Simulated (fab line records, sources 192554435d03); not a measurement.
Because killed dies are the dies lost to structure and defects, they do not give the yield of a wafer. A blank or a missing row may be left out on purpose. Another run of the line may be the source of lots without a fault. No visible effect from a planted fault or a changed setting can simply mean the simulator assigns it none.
fab line records	flow n5-finfet
[record] lots = 5	wafers = 13	last-day = 18
route steps=1938 shown FIN_SAQP@114 BEOL_M4@1111 PASSIVATION@1936
lots that met no fault: taken from a fault-free run of the same line
start-h: hours from the record's opening day to when the first of the lot's shown wafers began	wait-h: hours from the lot's prior step to this one	" identical to the entry in the row above	L1.1+2: several wafers, shown together as one row	- either no value or no given start	* or withheld: withheld	< > ~ a bound
route shown NAME@n: a module of which the file shows steps, and the number in the route of the first	usual: the fault-free wafers' mean and standard deviation	same: alike in all rows	chamber/n: place in a boat	sites: the reading at each site	_std_site: the standard deviation of these	_edge_site: inner sites' mean taken away from outer sites' mean	radius-mm: how far each site lies from the wafer's centre	mask NAME#n: copy n	behind: the tool/chamber that last shaped the wafer	hold: cause of the lot's hold/its duration in hours/its outcome	device: transistor that didn't switch, given as n, p or np	end of line: tests of these same wafers at the route's end	a step without rows: its recipe alone	killed: dies lost to structure and defects at the first sort, not the wafer's yield	map: the dies of a wafer, with x for killed, . for not killed, _ for no die there
set.NAME: the setting as run; set.NAME@STEP: as run at that earlier step	model.NAME: the simulator's own value behind a step, which no gauge read
lots at selected steps of the route; one table per step, one row per wafer
services: a tool's chamber out of use, with start hour (start-h, from the record's first day; less than 0 if before it), hours out, and reason
[[steps]]
[step N5_FIN_SAQP_DESCUM_21]
[recipe] chemistry = O2	time-s = 7.9	source-power-w = 50	bias-power-w = 20	pressure-mtorr = 20	rf-frequency-hz = 2.712e+07	temp-c = 40	resist = CAR-ArF	o2-flow-sccm = 225
[step N5_FIN_SAQP_ETCH_51]
[recipe] chemistry = CF4	target = SiARC	target-depth-a = 455	mask-material = CAR-ArF	time-s = 75.8	ion-energy-ev = 80	pressure-mtorr = 40	source-w = 545	bias-w = 36	Ar_flow_sccm = 100	cf4-flow-sccm = 100	ends = cleared
[step N5_FIN_SAQP_ETCH_52]
[recipe] chemistry = N2/H2	target = SOC	target-depth-a = 1000	overetch-a = 200	mask-material = SiARC	temp-c = 40	time-s = 150	ion-energy-ev = 200	pressure-mtorr = 30	source-w = 840	bias-w = 150	n2-flow-sccm = 200	h2-flow-sccm = 200	ends = end-point
[step N5_FIN_SAQP_STRIP_53]
[recipe] chemistry = N2/H2	temp-c = 40	n2-flow-sccm = 200	h2-flow-sccm = 200	rf-frequency-hz = 6e+07
[step N5_FIN_SAQP_HM_OPEN_73]
[recipe] chemistry = CHF3/O2	target = SiO2	stop-on = a-Si	target-depth-a = 120	over-etch-frac = 1.8	mask-material = SOC	time-s = 16.8	pressure-mtorr = 30	source-w = 650	bias-w = 170	Ar_flow_sccm = 200	CHF3_flow_sccm = 50	O2_flow_sccm = 5	ion-energy-ev = 200	ends = end-point
[step N5_FIN_SAQP_STRIP_74]
[recipe] chemistry = CHF3/O2	resist = SiARC	rf-frequency-hz = 6e+07
[step N5_FIN_SAQP_MANDREL_ETCH_22]
[recipe] target-depth-a = 600	chemistry = HBr/Cl2	target = a-Si	stop-on = SiNx	bt-time-s = 10	over-etch-frac = 0.5	time-s = 30	pressure-mtorr = 10	icp-w = 800	bias-w = 75	HBr_flow_sccm = 150	Cl2_flow_sccm = 80	ends = end-point
[step N5_FIN_SAQP_STRIP_55]
[recipe] chemistry = N2/H2	power-w = 500	temp-c = 40	pressure-mtorr = 50	rf-frequency-hz = 6e+07	overash-fraction = 0.3	bias-power-w = 28	h2-frac = 0.5	n2-flow-sccm = 300	h2-flow-sccm = 300
[step N5_FIN_SAQP_STRIP_23]
[recipe] chemistry = SPM	time-s = 750	temp-c = 130	h2so4-h2o2-vol-ratio = 4
[step N5_FIN_SAQP_SRD_66]
[recipe] dry = ipa-marangoni	time-s = 30	temp-c = 23	rinse-liquid = diw
[step N5_FIN_SAQP_RECESS_75]
[recipe] chemistry = HF/NH3	target = SiO2	target-depth-a = 144	afs-cycles = 3	temp-c = 30	sublimation-temp-c = 180	sublimation-time-s = 60
[step N5_FIN_SAQP_SPACER1_ALD_24]
[recipe] material = SiO2	target-thk-a = 203	temp-c = 300	ald-precursor-family = BDEAS	ald-co-reactant = O2-plasma	pulse-time-s = 1	purge-time-s = 2	co-reactant-purge-time-s = 2	ald-cycles = 218	pressure-torr = 2
[usual] ald-cycles = 218/0	heater-power-w = 465/50	precursor-pulse-height-rel = 1.000/0.017
lot.wafer	tool	chamber	start-h	wait-h	ald-cycles	heater-power-w	precursor-pulse-height-rel	model.SiO2_of_FIN_SAQP_SPACER1_ALD_24.thk-nm
L860.2	ald-sin-04	0	49.67	0.3	218	439	0.989	20.4
L860.4	"	2	"	"	218	425	1.014	20.4
L860.6	"	3	"	"	218	481	1.012	20.4
L875.3	ald-sin-04	3	137.37	0.1	188	473	1.016	17.4
L875.4	"	2	"	"	218	438	0.995	20.4
L877.2	ald-sin-04	3	149.61	0.3	188	484	1.002	17.6
L877.5	"	3	"	"	218	481	1.008	20.4
L877.6	"	2	"	"	218	435	0.993	20.2
L878.2	ald-sin-04	1	155.17	0.3	188	489	0.989	17.4
L878.5	"	0	"	"	218	431	1.017	20.2
L879.3	ald-sin-01	0	160.82	0.2	218	415	1.005	20.2
L879.4	"	1	"	"	218	390	1.007	20.2
L879.5	"	2	"	"	218	543	0.997	20.4
[step N5_FIN_SAQP_SPACER1_ETCHBACK_25]
[recipe] chemistry = CHF3/O2	mode = anisotropic-etchback	target = SiO2	target-depth-a = 244	time-s = 12.2	pressure-mtorr = 30	source-w = 650	bias-w = 170	Ar_flow_sccm = 200	CHF3_flow_sccm = 50	O2_flow_sccm = 5	ion-energy-ev = 200
[step N5_FIN_SAQP_MANDREL1_REMOVE_56]
[recipe] chemistry = HBr/Cl2/O2	bt-time-s = 10	target = a-Si	stop-on = SiNx	endpoint = OES-SiCl	over-etch-frac = 1	icp-w = 600	bias-w = 22	HBr_flow_sccm = 150	Cl2_flow_sccm = 80	O2_flow_sccm = 5	pressure-mtorr = 10
[usual] O2_flow_sccm = 4.998/0.016	drypump-motor-current-A = 5.6/0.59	oes-product-au = 1.005/0.017	rf-fwd-power-W = 597.0/2.1	throttle-valve-pct = 36.8/0.33
lot.wafer	tool	chamber	start-h	wait-h	O2_flow_sccm	drypump-motor-current-A	oes-product-au	rf-fwd-power-W	rf-hours-counter-h	throttle-valve-pct	model.FIN_SAQP.cd-nm
L860.2	rie-si-04	1	50.65	0.1	4.979	5.4	1.029	595.6	182	36.6	20.4
L860.4	"	3	"	"	5.014	4.9	1.003	596.2	25	37.1	20.4
L860.6	"	3	"	"	4.996	4.9	1.009	598.7	-	37.1	20.2
L875.3	rie-si-04	2	138.17	0.1	5.011	6.0	0.993	597.2	8	36.4	17.4
L875.4	"	0	"	"	5.001	6.5	0.968	596.6	3	36.5	20.4
L877.2	rie-si-05	3	150.44	0.1	5.027	5.6	1.002	597.5	91	37.0	17.6
L877.5	"	3	"	"	5.014	5.6	0.997	599.6	-	37.0	20.4
L877.6	"	0	"	"	5.018	4.9	1.017	593.0	-	36.5	20.2
L878.2	rie-si-02	1	156.08	0.1	4.998	5.1	1.008	596.5	27	36.8	17.4
L878.5	"	2	"	"	5.011	6.4	1.014	598.0	-	36.7	20.2
L879.3	rie-si-04	1	161.62	0.1	5.020	5.4	1.017	598.2	184	36.7	20.2
L879.4	"	3	"	"	5.008	4.9	0.995	598.8	27	37.1	20.2
L879.5	"	1	"	"	5.000	5.4	1.022	598.0	-	36.7	20.2
[step N5_FIN_SAQP_CD_MEAS_27]
[recipe] target-cd-nm = 20	landing-energy-ev = 1000	detector = se-inlens	polarity = line
[usual] cd-nm = 20.23/0.25
lot.wafer	tool	chamber	start-h	wait-h	cd-nm
L860.2	cd-sem-03	0	50.77	0.1	20.31
L860.4	"	0	"	"	19.97
L860.6	"	0	"	"	20.30
L875.3	cd-sem-03	0	138.29	0.1	17.25
L875.4	"	0	"	"	20.46
L877.2	cd-sem-03	0	150.55	0.1	17.86
L877.5	"	0	"	"	20.30
L877.6	"	0	"	"	20.17
L878.2	cd-sem-01	0	156.19	0.1	17.28
L878.5	"	0	"	"	20.20
L879.3	cd-sem-03	0	161.74	0.1	19.75
L879.4	"	0	"	"	20.29
L879.5	"	0	"	"	20.21
[step N5_FIN_SAQP_ETCH_57]
[recipe] chemistry = CH3F/O2	target = SiNx	mask-material = SiO2	target-depth-a = 325	time-s = 46.4	pressure-mtorr = 30	source-w = 395	bias-w = 73	Ar_flow_sccm = 150	CH3F_flow_sccm = 30	O2_flow_sccm = 20	ion-energy-ev = 120	ends = cleared
[step N5_BEOL_M4_RC_MEAS_101]
[usual] DIBL_N = 36.0/1.7	DIBL_P = 36.0/2	IOFF_N = 0.156/0.028	IOFF_P = 0.21/0.04	ION_N = 673/12	ION_P = 463/8.3	SS_N = 71.4/0.6	SS_P = 73.3/0.66	VT_N = 250/3	VT_P = -250/3.8
lot.wafer	tool	chamber	start-h	wait-h	DIBL_N[mV/V]	DIBL_P[mV/V]	IOFF_N[nA/um]	IOFF_P[nA/um]	ION_N[uA/um]	ION_P[uA/um]	SS_N[mV/dec]	SS_P[mV/dec]	VT_N[mV]	VT_P[mV]
L860.2	prober-01	0	181.66	0.2	36.5	37.9	0.164	0.24	667	462	71.3	73.4	252	-248
L860.4	"	0	"	"	35.1	36.4	0.134	0.22	671	469	71.3	72.9	253	-248
L860.6	"	0	"	"	35.4	37.0	0.144	0.23	671	469	71.8	73.0	250	-248
L875.3	prober-02	0	289.77	0.3	35.5	36.0	0.147	0.20	680	464	70.5	73.3	249	-251
L875.4	"	0	"	"	34.5	33.5	0.130	0.17	662	452	70.3	72.1	253	-253
L877.2	prober-02	0	296.77	0.2	36.9	37.8	0.172	0.25	665	457	71.5	73.4	248	-247
L877.5	"	0	"	"	34.1	34.9	0.133	0.20	667	469	70.3	73.2	250	-247
L877.6	"	0	"	"	35.9	36.5	0.173	0.23	667	461	71.0	73.6	246	-245
L878.2	prober-01	0	298.67	0.2	35.1	35.2	0.132	0.16	676	463	70.9	72.4	251	-254
L878.5	"	0	"	"	33.1	31.8	0.107	0.13	661	452	71.0	71.8	255	-258
L879.3	prober-02	0	312.89	0.3	37.0	38.0	0.186	0.23	682	463	71.3	73.9	247	-249
L879.4	"	0	"	"	38.8	40.0	0.218	0.26	711	480	72.0	74.3	244	-247
L879.5	"	0	"	"	36.3	37.7	0.167	0.21	698	474	71.3	73.4	250	-252
[step N5_PASSIVATION_PROBE_49]
[usual] defect-limited-yield = 91.6/1.6	killed_at_M0_to_M3 = 31/10	killed_at_M4_up = 14/6.3	killed-at-contacts = 12/6.1	killed-at-front-end = 39/12	killed-at-other = 3.7/2.8	killed-dies = 100/19	killed-on-rim = 13/4.2	killed-open = 66/14	killed-short = 33/8.1	sort_bin_5_function = 5.0/1.1	sort_bin_6_memory = 3.2/0.66	sort-n-pass = 1080/18	sort-yield-pct = 91.6/1.6
[same] gross-dies = 1180	killed-at-back-side = 0	sort_bin_4_leakage[%] = 0	sort_bin_8_speed[%] = 0
lot.wafer	tool	chamber	start-h	wait-h	defect-limited-yield[%]	killed_at_M0_to_M3	killed_at_M4_up	killed-at-contacts	killed-at-front-end	killed-at-other	killed-dies	killed-on-rim	killed-open	killed-short	sort_bin_5_function[%]	sort_bin_6_memory[%]	sort-n-pass	sort-yield-pct[%]
L860.2	prober-02	-	286.25	0.1	92.0	22	4	22	43	3	94	13	59	33	4.7	3.1	1086	92.0
L860.4	prober-02	-	286.35	0.2	92.4	40	11	12	26	1	90	11	56	33	4.7	2.8	1090	92.4
L860.6	prober-02	-	286.45	0.3	93.6	25	9	11	28	2	75	10	47	28	4.2	2.1	1105	93.6
L875.3	prober-01	-	393.30	0.1	88.1	32	9	29	68	3	141	32	89	27	7.8	4.1	1039	88.1
L878.2	prober-01	-	399.74	0.1	89.9	26	8	20	53	12	119	35	57	33	6.6	3.3	1061	89.9
L878.5	prober-01	-	399.89	0.2	94.0	18	2	25	24	2	71	4	45	25	3.5	2.2	1109	94.0
L877.2	prober-02	-	406.43	0.1	90.6	21	17	19	49	5	111	34	58	27	6.1	2.8	1069	90.6
L877.6	prober-02	-	406.63	0.3	92.0	32	17	11	33	1	94	15	57	35	4.7	2.7	1086	92.0
// killed by level:class
L860.2 MOL_CONTACT_COAG:geometric-particle:open=14 FIN_SAQP:geometric-particle:short=8 STI_FIN_REVEAL:geometric-particle:open=7 BEOL_M0_SAQP:geometric-particle:open=7 GATE_CUT:geometric-particle:open=6 MOL_CONTACT_COAG:geometric-particle:short=6 STARTING-WAFER:geometric-particle:open=6 FIN_SAQP:geometric-particle:open=5
L860.4 MOL_CONTACT_COAG:geometric-particle:open=10 BEOL_M0_SAQP:geometric-particle:short=10 BEOL_M0_SAQP:geometric-particle:open=9 BEOL_M2:geometric-particle:open=9 FIN_SAQP:geometric-particle:open=5 BEOL_M1:geometric-particle:open=5 BEOL_M4:geometric-particle:open=5 FIN_SAQP:geometric-particle:short=4
L860.6 MOL_CONTACT_COAG:geometric-particle:open=8 BEOL_M0_SAQP:geometric-particle:short=7 FIN_SAQP:geometric-particle:short=5 DUMMY_GATE:geometric-particle:open=5 BEOL_M0_SAQP:geometric-particle:open=5 BEOL_M2:geometric-particle:open=5 STI_FIN_REVEAL:geometric-particle:open=4 BEOL_M4:geometric-particle:open=4
L875.3 MOL_CONTACT_COAG:geometric-particle:open=25 FIN_SAQP:area-ald=23 STI_FIN_REVEAL:geometric-particle:open=14 FIN_SAQP:geometric-particle:open=10 BEOL_M3:geometric-particle:open=10 BEOL_M0_SAQP:geometric-particle:short=8 BEOL_M0_SAQP:geometric-particle:open=7 FIN_SAQP:geometric-particle:short=5
L878.2 FIN_SAQP:area-ald=28 MOL_CONTACT_COAG:geometric-particle:open=14 BEOL_M0_SAQP:geometric-particle:short=8 MOL_CONTACT_COAG:geometric-particle:short=6 FIN_SAQP:geometric-particle:open=5 BEOL_M0_SAQP:geometric-particle:open=5 BEOL_M3:geometric-particle:open=5 STARTING-WAFER:geometric-particle:open=5
L878.5 MOL_CONTACT_COAG:geometric-particle:open=20 BEOL_M0_SAQP:geometric-particle:open=7 GATE_CUT:geometric-particle:short=6 MOL_CONTACT_COAG:geometric-particle:short=5 BEOL_M0_SAQP:geometric-particle:short=5 FIN_SAQP:geometric-particle:short=4 STARTING-WAFER:geometric-particle:open=4 FIN_SAQP:geometric-particle:open=3
L877.2 FIN_SAQP:area-ald=25 MOL_CONTACT_COAG:geometric-particle:open=13 BEOL_M4:geometric-particle:open=8 MOL_CONTACT_COAG:geometric-particle:short=6 BEOL_M3:geometric-particle:open=6 DUMMY_GATE:geometric-particle:open=4 FIN_SAQP:geometric-particle:open=3 STI_FIN_REVEAL:geometric-particle:open=3
L877.6 MOL_CONTACT_COAG:geometric-particle:open=10 BEOL_M0_SAQP:geometric-particle:open=9 BEOL_M2:geometric-particle:open=9 FIN_SAQP:geometric-particle:short=8 BEOL_M0_SAQP:geometric-particle:short=8 STI_FIN_REVEAL:geometric-particle:open=7 STARTING-WAFER:geometric-particle:short=6 BEOL_M5:geometric-particle:open=4
// map L875.3 (x killed, . not)
_________________.....xx..x..________________
______________..x.x........xx.xx_____________
___________xx...............xx....x__________
__________......x..................._________
________.........xx.....x.......x....._______
_______.................x..............______
______.x..x.........x.xxx............x.._____
_____x..........x.x......x...............____
____x.................x..........x....x.x.___
___.....x.................xx......x.......x__
___.................x...............x......__
__.x......xx...........x.x.................._
__.........................................._
_x..x......xx...........x.................x..
_..x........x...x...........x.x........x.....
_..............x....x.....x......x.x......xxx
_...........xx.........x..x.....x.......x...x
_..x....x................x...................
_....x.......x..............xx......x...x....
_x...xx........x......x...................x..
_..........x...x..x...x................x.....
__.............x.x.........................x_
__..........x.x.x...x.......x...........x..._
___x................x............x.......xx__
___.....x...............x.....x............__
____x...x........................x........___
_____x.....................x.xx..x.....x.____
______....x.....................xx.xx.x._____
_______...........................x....______
________........xx..x................._______
__________......x.............x.x..x_________
___________x.......x..x............__________
______________x.............xx.._____________
_________________............________________
// map L877.2 (x killed, . not)
_________________............________________
______________xxx..x....x..x...._____________
___________.x..x........x........x.__________
__________x...x...............x....._________
________x............................._______
_______.x.....x.....x.........xx....xx.______
______x...............................x._____
_____..................x..............x..____
____x........x.......x...................x___
___.......x...........x.................x.x__
___........x.................x..xx.......x.__
__...........................x.............._
__.......x................................x._
_x..x.x...x.......x............xx..........x.
_...............xxxx.....x...........x..xx...
_.............x..............x........x.....x
_......................x.................xx..
_..x...............................x........x
_...........x......................x..x......
_.x.........................................x
_.x....x.......x.......................x...x.
__.x.....x.....................x............_
__x........................................._
___....x..................x............x..x__
___x........x..x..........................x__
____....x.................................___
_____.x......xx..........................____
______....x.................x.........x._____
_______..............x............x....______
________.x......x..........x...x......_______
__________.....................x...._________
___________...x......x..........x..__________
______________.......x.......xx._____________
_________________.....x....x.________________
[[services]]
tool	chamber	start-h	hours	kind
rie-si-04	2	31.88	14.7	repair
ald-sin-04	2	41.38	2.8	repair
rie-si-05	1	85.21	22.8	repair
ald-sin-01	-	85.90	14.0	pm
ald-sin-01	0	85.90	14.0	vent-cycle
ald-sin-01	1	85.90	14.0	vent-cycle
ald-sin-01	2	85.90	14.0	vent-cycle
ald-sin-01	3	85.90	14.0	vent-cycle
ald-sin-04	1	91.70	3.7	repair
ald-sin-01	0	99.90	-	clean
ald-sin-01	1	99.90	-	clean
ald-sin-01	2	99.90	-	clean
ald-sin-01	3	99.90	-	clean
ald-sin-01	2	126.17	3.7	repair
rie-si-05	2	131.94	12.4	repair
[[key]]
[first-sign] step = N5_FIN_SAQP_SPACER1_ALD_24	reading = ald-cycles	direction = down	sigmas = 99+	usual = *	struck = *
[effect] step = N5_FIN_SAQP_CD_MEAS_27	reading = cd-nm	direction = down	sigmas = 11	usual = 20.23	struck = 17.46
[effect] step = N5_PASSIVATION_PROBE_49	reading = killed-on-rim	direction = up	sigmas = 5	usual = 13	struck = 34
[model-effect] step = N5_FIN_SAQP_SPACER1_ALD_24	value = SiO2_of_FIN_SAQP_SPACER1_ALD_24.thk-nm	without = 20.27	struck = 17.47
[model-effect] step = N5_FIN_SAQP_MANDREL1_REMOVE_56	value = FIN_SAQP.cd-nm	without = 20.27	struck = 17.47
met-at N5_FIN_SAQP_SPACER1_ALD_24
struck-wafers L875.3,L877.2,L878.2
onset-between 49.67 137.37
[fault] kind = process-parameter-drift	tool = ald-sin-04	chamber = -	onset-h = 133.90	steps = N5_FIN_SAQP_SPACER1_ALD_24	channel = ald-cycles	offset = *	shape = step	end-h = 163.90	scope = struck-wafers-only	acts-in = *	stated = *
